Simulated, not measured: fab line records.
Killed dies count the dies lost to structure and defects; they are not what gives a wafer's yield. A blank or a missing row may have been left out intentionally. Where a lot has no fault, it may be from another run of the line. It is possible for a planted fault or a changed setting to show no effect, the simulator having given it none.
One fault through the eyes of 3 desks | flow nandHarc | each desk holds nothing but its own numbers, with what lay behind them at the end

DESK OF THE TOOL OWNER: aldMetal-03
The tool's own readings at NHARC_A_BLC_ALD_23 (deposits TiN, target thk 3 nm, pulse time 1 s, ald cycles 150): means of the sampled wafers that have a number, for each lot that ran on this tool. A lot is out of limits, marked OUT, if its mean lies more than 4 standard deviations from the usual mean; the brackets give that distance.
Columns: A = heaterPowerW at NHARC_A_BLC_ALD_23, usual 1107 W; B = precursorPulseHeightRel at NHARC_A_BLC_ALD_23, usual 0.998
lot  | first seen here | A    | B
L436 | day 18 19:54    | 1009 | 1.001
L446 | day 20 20:20    | 1132 | 0.995
L444 | day 21 14:36    | 1131 | 0.997
Finding of this desk: none of the 3 lots has anything out of limits.

AT THE METROLOGY DESK
What the gauges read, lot by lot, whatever tool the lot ran on: means of the sampled wafers that have a number. A lot is out of limits, marked OUT, if its mean lies more than 4 standard deviations from the usual mean; the brackets give that distance.
Columns: A = cdNm at NHARC_A_BLC_CD_MEAS_19, usual 100.0 nm
lot  | first seen here | A
L436 | day 18 19:04    | 100.5
L439 | day 19 18:52    | 99.2
L446 | day 20 19:29    | 100.3
L444 | day 21 13:46    | 102.2
L447 | day 22 01:01    | 96.3
L450 | day 22 01:46    | 101.1
Finding of this desk: none of the 6 lots has anything out of limits.

THE DEFECT DESK
Per lot, the means of the sampled wafers with a number show what the inspections along the route counted. A lot is out of limits, marked OUT, if its mean lies more than 4 standard deviations from the usual mean; the brackets give that distance.
Columns: A = rawDefectCount at NHARC_A_BLC_INSPECT_12, usual 30
lot  | first seen here | A
L436 | day 18 18:02    | 22
L439 | day 19 17:49    | 16
L446 | day 20 18:28    | 40
L444 | day 21 12:44    | 41
L447 | day 21 23:59    | 32
L450 | day 22 00:42    | 34
Finding of this desk: none of the 6 lots has anything out of limits.

PUT TOGETHER
Nothing out of limits was seen by the tool owner's desk.
From the metrology desk's view, nothing was out of limits.
The defect desk saw nothing out of limits.

WHAT THE SIMULATOR HAD PUT IN
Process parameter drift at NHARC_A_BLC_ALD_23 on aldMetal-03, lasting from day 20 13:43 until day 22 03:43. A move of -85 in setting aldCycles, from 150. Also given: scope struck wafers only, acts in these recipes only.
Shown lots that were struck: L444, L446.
